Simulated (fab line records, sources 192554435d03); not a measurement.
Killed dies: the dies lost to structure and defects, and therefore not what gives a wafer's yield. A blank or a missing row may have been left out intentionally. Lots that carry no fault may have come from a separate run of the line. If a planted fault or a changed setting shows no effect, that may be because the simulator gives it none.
Chamber matching ; flow n5Finfet ; N5_DUMMY_GATE_ETCH_31 on rieDiel-06: 4 sister chambers
The step etches SiO2 in C4F6/O2, target depth 82.5 nm, time 27.5 s. 14 wafers are shown with their chamber, then 7 later ones without.

WAFERS, EACH WITH ITS CHAMBER
wafer;chamber;drypumpMotorCurrentA (A);showerheadPlenumPTorr (Torr);rfVppV (V)
L077.2;2;6.5;2.82;660
L077.4;1;5.4;2.83;668
L077.5;2;6.5;2.82;661
L086.3;0;6.4;2.98;658
L086.4;0;6.4;2.98;656
L086.5;1;5.4;2.82;668
L087.1;3;5.5;2.86;658
L087.2;1;5.4;2.82;666
L087.3;0;6.4;2.98;658
L091.1;0;6.4;2.98;656
L091.2;3;5.4;2.86;657
L091.3;1;5.4;2.82;668
L092.2;0;6.4;2.98;656
L092.4;2;6.5;2.81;659

SIGNATURES (means of the wafers above)
reading;chamber 0;chamber 1;chamber 2;chamber 3;scatter within a chamber
drypumpMotorCurrentA;6.400;5.400;6.500;5.450;0.0224
showerheadPlenumPTorr;2.9800;2.8225;2.8167;2.8600;0.00376
rfVppV;656.80;667.50;660.00;657.50;1.01
Rule: for a wafer and a chamber, the distance is found by dividing, reading by reading, the gap between the wafer's reading and the chamber's mean by the reading's scatter, squaring, summing and taking the root. If the next closest chamber is less than 2 further off than the closest, the wafer can't be placed; otherwise it belongs to the closest. The scatter is the square root of a quotient: the sum, over the shown wafers, of each reading's squared deviation from its chamber's mean, divided by wafers minus chambers.

WAFERS WITHOUT THEIR CHAMBER
wafer;drypumpMotorCurrentA (A);showerheadPlenumPTorr (Torr);rfVppV (V)
L092.6;5.5;2.86;658
L093.2;5.4;2.85;658
L093.3;5.4;2.82;667
L093.6;5.5;2.85;657
L094.3;6.5;2.81;660
L094.4;6.4;2.98;656
L094.5;6.4;2.98;657

EACH ONE'S CHAMBER
wafer;from the rows above;in truth
L092.6;3;3
L093.2;3;3
L093.3;1;1
L093.6;3;3
L094.3;2;2
L094.4;0;0
L094.5;0;0
Correctly placed: 7 of 7. Number that these rows cannot place: 0. 0 placed wrongly.
